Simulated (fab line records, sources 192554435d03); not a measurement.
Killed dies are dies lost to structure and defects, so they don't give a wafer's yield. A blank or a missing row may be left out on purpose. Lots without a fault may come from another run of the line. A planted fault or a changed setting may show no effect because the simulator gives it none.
fab line records | flow n5_finfet
record lots=11 wafers=31 last_day=21
route steps=1938 shown BEOL_M6@1230
lots that met no fault: from a run of the same line without faults
start_h: hours from the record's first day to the start of the lot's first wafer shown | wait_h: hours since the lot's step before | " the same as in the row above | L1.1+2: a row that stands for several wafers | - no value, or no start given | * or withheld: withheld | < > ~ a bound
route shown NAME@n: a module of which the file shows steps, and the number in the route of the first | usual: mean/standard deviation of fault-free wafers | same: alike in all rows | chamber/n: place in a boat | sites: the reading at each site | _std_site: their standard deviation | _edge_site: outer sites' mean less inner sites' | radius_mm: how far each site lies from the wafer's centre | mask NAME#n: copy n | behind: the tool/chamber that last shaped the wafer | hold: why the lot was held/for how many hours/how that ended | device: the transistor (n, p or np) that didn't switch | end of line: the same wafers' tests at the end of the route | a step without rows: its recipe alone | killed: dies lost to structure and defects at the first sort, not the wafer's yield | map: a wafer's dies, x killed, . not, _ none there
set.NAME: the setting as run; set.NAME@STEP: as run at that earlier step | model.NAME: the simulator's own value behind a step, which no gauge read
steps of the route over a sample of lots; a table a step, a row a wafer
services: from which hour (start_h, from the record's first day; less than 0 if before it) a tool's chamber was out of use, for how many hours, and why
## steps
# step N5_BEOL_M6_DESCUM_33
# recipe chemistry=O2 time_s=7 source_power_w=50 bias_power_w=20 pressure_mtorr=20 rf_frequency_hz=2.712e+07 temp_c=40 resist=CAR-EUV o2_flow_sccm=225
# usual drypump_motor_current_A=6.0/0.4 o2_flow_sccm=225.1/0.63 oes_product_au=0.79/0.065 rf_vpp_V=243.8/1.3 showerhead_plenum_p_Torr=2.13/0.068 throttle_valve_pct=20.38/0.19
# columns lot.wafer tool chamber start_h wait_h drypump_motor_current_A o2_flow_sccm oes_product_au rf_hours_counter_h rf_vpp_V showerhead_plenum_p_Torr throttle_valve_pct
L911.2 rie_diel-01 0 286.15 0.4 6.2 224.5 0.79 120 245.7 2.19 20.34
L911.5 " 0 " " 6.2 223.8 0.78 - 245.5 2.19 20.34
L911.6 " 3 " " 6.4 224.9 0.71 - 243.1 2.08 20.27
L909.3 rie_diel-01 0 291.20 0.0 6.2 224.6 0.78 121 245.5 2.19 20.35
L909.4 " 1 " " 5.9 225.5 0.94 12 241.9 2.07 20.59
L909.5 " 1 " " 5.9 225.2 0.94 - 242.9 2.07 20.59
L913.1 rie_diel-05 3 298.69 0.4 6.7 225.1 0.82 68 245.9 2.24 20.47
L913.4 " 0 " " 5.7 224.0 0.76 99 246.3 2.20 20.13
L913.6 " 0 " " 5.7 224.7 0.76 - 243.9 2.20 20.16
L919.1 rie_diel-01 0 342.02 0.1 6.2 225.8 0.77 142 245.4 2.18 20.37
L919.3 " 1 " " 5.9 225.0 0.89 32 242.7 2.07 20.62
L919.5 " 1 " " 5.9 226.3 0.89 - 242.0 2.07 20.61
L921.3 rie_diel-01 1 343.93 0.1 5.9 224.9 0.89 33 242.9 2.07 20.63
L921.5 " 3 " " 6.4 225.3 0.70 - 244.3 2.07 20.31
L921.6 " 2 " " 5.6 224.9 0.69 - 242.0 2.05 20.21
L926.4 rie_diel-05 1 366.32 0.1 6.2 224.4 0.82 - 244.3 2.20 20.67
L926.6 " 3 " " 6.7 225.5 0.79 - 244.4 2.23 20.52
L928.3 rie_diel-05 3 395.28 0.0 6.7 225.7 0.78 108 245.9 2.22 20.52
L928.6 " 2 " " 5.7 226.3 0.78 - 241.5 2.07 20.18
L929.1 rie_diel-05 1 405.50 0.5 6.2 224.5 0.80 107 245.6 2.20 20.69
L929.3 " 0 " " 5.7 224.8 0.72 142 242.9 2.19 20.21
L929.4 " 3 " " 6.7 225.3 0.77 111 245.0 2.22 20.51
L930.1 rie_diel-05 1 406.23 0.2 6.2 225.2 0.81 107 244.3 2.20 20.69
L930.3 " 3 " " 6.7 226.5 0.77 112 243.5 2.22 20.55
L930.6 " 2 " " 5.8 224.6 0.77 - 243.1 2.07 20.19
L931.1 rie_diel-04 3 410.25 0.1 5.7 225.8 0.90 36 242.5 2.12 20.15
L931.5 " 3 " " 5.7 225.6 0.90 - 243.5 2.12 20.15
L931.6 " 0 " " 5.1 224.7 0.85 - 241.8 2.04 20.37
L932.2 rie_diel-05 0 419.42 0.0 5.7 226.2 0.72 145 245.8 2.18 20.21
L932.3 " 2 " " 5.8 225.9 0.77 137 242.4 2.07 20.20
L932.6 " 2 " " 5.7 225.6 0.77 - 243.1 2.07 20.21
# step N5_BEOL_M6_ETCH_41
# recipe chemistry=CH3F/O2 target=SiCN target_depth_a=297 taper_deg=2 time_s=52 ion_energy_ev=120 mask_material=TiN pressure_mtorr=30 source_w=395 bias_w=75 Ar_flow_sccm=150 CH3F_flow_sccm=30 O2_flow_sccm=20
# usual CH3F_flow_sccm=30.01/0.083 O2_flow_sccm=20.01/0.059 drypump_motor_current_A=6.0/0.4 oes_product_au=0.79/0.066 rf_vpp_V=298.1/1.5 showerhead_plenum_p_Torr=2.04/0.069 throttle_valve_pct=16.24/0.13
# columns lot.wafer tool chamber start_h wait_h CH3F_flow_sccm O2_flow_sccm drypump_motor_current_A oes_product_au rf_hours_counter_h rf_vpp_V showerhead_plenum_p_Torr throttle_valve_pct
L911.2 rie_diel-01 0 286.45 - 30.05 19.94 6.2 0.78 120 299.8 2.11 16.35
L911.5 " 0 " " 30.06 20.02 6.2 0.78 - 300.0 2.11 16.37
L911.6 " 3 " " 30.03 19.93 6.4 0.70 - 298.1 1.97 16.13
L909.3 rie_diel-01 0 291.51 - 30.05 20.03 6.2 0.77 121 299.7 2.11 16.38
L909.4 " 1 " " 29.73 20.04 5.9 0.92 12 297.1 1.95 16.09
L909.5 " 1 " " 30.02 19.97 5.9 0.93 - 295.1 1.95 16.09
L913.1 rie_diel-05 3 298.99 - 30.07 20.04 6.7 0.82 68 298.7 2.12 16.20
L913.4 " 0 " " 29.86 19.99 5.7 0.78 99 299.2 2.11 16.09
L913.6 " 0 " " 30.03 20.06 5.7 0.78 - 298.6 2.10 16.09
L919.1 rie_diel-01 0 342.32 - 30.04 19.93 6.2 0.98 142 297.8 2.11 16.41
L919.3 " 1 " " 29.90 20.08 6.0 1.16 32 296.8 1.94 16.14
L919.5 " 1 " " 29.94 20.03 6.0 0.89 - 295.2 1.94 16.15
L921.3 rie_diel-01 1 344.23 - 29.95 19.99 6.0 1.14 33 296.5 1.94 16.15
L921.5 " 3 " " 30.01 20.08 6.5 0.68 - 297.2 1.96 16.17
L921.6 " 2 " " 30.11 20.04 5.6 0.69 - 296.2 1.97 16.34
L926.4 rie_diel-05 1 366.63 - 29.99 19.97 6.2 0.82 - 300.6 2.10 16.43
L926.6 " 3 " " 30.06 19.99 6.7 0.80 - 298.9 2.11 16.28
L928.3 rie_diel-05 3 395.58 - 29.89 20.02 6.7 0.78 108 300.0 2.11 16.29
L928.6 " 2 " " 29.94 20.05 5.8 0.77 - 296.4 1.99 16.19
L929.1 rie_diel-05 1 405.81 - 30.04 20.06 6.2 0.80 107 299.0 2.10 16.44
L929.3 " 0 " " 30.05 19.95 5.7 0.72 142 298.5 2.09 16.17
L929.4 " 3 " " 29.94 20.01 6.7 0.77 111 298.6 2.11 16.29
L930.1 rie_diel-05 1 406.53 - 29.96 19.97 6.2 0.81 107 299.0 2.10 16.46
L930.3 " 3 " " 29.90 19.97 6.7 0.78 112 299.5 2.11 16.30
L930.6 " 2 " " 30.11 20.01 5.8 0.76 - 297.0 1.99 16.19
L931.1 rie_diel-04 3 410.55 - 29.97 20.06 5.7 0.92 36 297.5 2.02 15.97
L931.5 " 3 " " 30.07 19.99 5.7 0.91 - 296.5 2.02 15.97
L931.6 " 0 " " 30.00 19.93 5.1 0.86 - 297.0 1.92 16.16
L932.2 rie_diel-05 0 419.73 - 30.17 19.94 5.7 0.74 146 298.6 2.09 16.17
L932.3 " 2 " " 29.97 20.04 5.8 0.75 137 296.8 1.99 16.20
L932.6 " 2 " " 30.09 19.96 5.7 0.76 - 296.6 1.99 16.21
# step N5_BEOL_M6_CD_MEAS_35
# recipe target_cd_nm=40 target_cd_y_nm=28 polarity=opening
# usual cd_nm=40.0/0.96
# columns lot.wafer tool chamber start_h wait_h cd_nm
L911.2 cd_sem-02 - 286.73 0.0 41.8
L911.5 " - " " 41.4
L911.6 " - " " 42.0
L909.3 cd_sem-02 - 291.78 0.0 40.6
L909.4 " - " " 39.7
L909.5 " - " " 39.7
L913.1 cd_sem-02 - 299.27 0.0 42.1
L913.4 " - " " 40.8
L913.6 " - " " 40.4
L919.1 cd_sem-03 - 342.60 0.0 39.2
L919.3 " - " " 40.0
L919.5 " - " " 39.2
L921.3 cd_sem-01 - 344.53 0.0 39.1
L921.5 " - " " 39.7
L921.6 " - " " 38.7
L926.4 cd_sem-03 - 366.89 0.0 39.8
L926.6 " - " " 40.3
L928.3 cd_sem-02 - 395.86 0.0 40.8
L928.6 " - " " 40.5
L929.1 cd_sem-03 - 406.09 0.0 40.9
L929.3 " - " " 41.0
L929.4 " - " " 40.1
L930.1 cd_sem-01 - 406.80 0.0 40.4
L930.3 " - " " 40.9
L930.6 " - " " 41.2
L931.1 cd_sem-02 - 410.83 0.0 41.6
L931.5 " - " " 41.5
L931.6 " - " " 42.3
L932.2 cd_sem-03 - 420.01 0.0 39.5
L932.3 " - " " 40.9
L932.6 " - " " 40.7
# step N5_BEOL_M6_PRE_CLEAN_45
# recipe gas=H2/He time_s=30 temp_c=250
# usual heater_power_w=332/44
# columns lot.wafer tool chamber start_h wait_h heater_power_w
L911.2 pvd_sputter-03 - 287.20 0.0 305
L911.5 " - " " 303
L911.6 " - " " 344
L909.3 pvd_sputter-01 - 292.30 0.0 311
L909.4 " - " " 308
L909.5 " - " " 300
L913.1 pvd_sputter-01 - 301.01 0.0 303
L913.4 " - " " 303
L913.6 " - " " 319
L919.1 pvd_sputter-02 - 343.57 0.0 272
L919.3 " - " " 313
L919.5 " - " " 304
L921.3 pvd_sputter-02 - 344.93 0.0 408
L921.5 " - " " 272
L921.6 " - " " 326
L926.4 pvd_sputter-03 - 367.51 0.0 322
L926.6 " - " " 347
L928.3 pvd_sputter-01 - 396.62 0.0 408
L928.6 " - " " 314
L929.1 pvd_sputter-01 - 406.83 0.0 309
L929.3 " - " " 281
L929.4 " - " " 400
L930.1 pvd_sputter-01 - 407.27 0.0 312
L930.3 " - " " 409
L930.6 " - " " 302
L931.1 pvd_sputter-03 - 412.57 0.0 307
L931.5 " - " " 356
L931.6 " - " " 312
L932.2 pvd_sputter-03 - 421.06 0.0 313
L932.3 " - " " 390
L932.6 " - " " 392
## services
# columns tool chamber start_h hours kind
rie_diel-05 0 265.71 1.2 repair
rie_diel-04 3 270.29 - clean
rie_diel-04 3 270.29 - consumable_replace:focus_ring
rie_diel-04 3 270.29 19.2 scheduled_down
rie_diel-04 3 270.29 19.2 vent_cycle
rie_diel-01 1 271.01 14.9 repair
rie_diel-04 - 287.48 28.1 pm
rie_diel-01 1 310.36 2.1 repair
rie_diel-04 2 339.41 7.8 repair
rie_diel-01 2 354.43 - clean
rie_diel-01 2 354.43 - consumable_replace:focus_ring
rie_diel-01 2 354.43 23.2 scheduled_down
rie_diel-01 2 354.43 23.2 vent_cycle
rie_diel-05 0 359.21 8.0 repair
rie_diel-01 3 377.91 - clean
rie_diel-01 3 377.91 - consumable_replace:focus_ring
rie_diel-01 3 377.91 30.8 scheduled_down
rie_diel-01 3 377.91 30.8 vent_cycle
pvd_sputter-02 - 409.67 7.3 repair
rie_diel-05 - 410.63 0.9 repair
## key
first_sign step=N5_BEOL_M6_ETCH_41 reading=oes_product_au direction=up sigmas=4.6 usual=0.79 struck=1.10
effect none on later readings
met_at N5_BEOL_M6_ETCH_41
struck_lots L919,L921
struck_wafers L919.1,L919.3,L921.3
not_acting_at N5_BEOL_M6_DESCUM_33,N5_BEOL_M6_CD_MEAS_35,N5_BEOL_M6_PRE_CLEAN_45
onset_between 291.51 342.32
fault kind=process_parameter_drift tool=rie_diel-01 chamber=- onset_h=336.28 steps=N5_BEOL_M6_ETCH_41 channel=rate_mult offset=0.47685 shape=step end_h=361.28 scope=struck_wafers_only
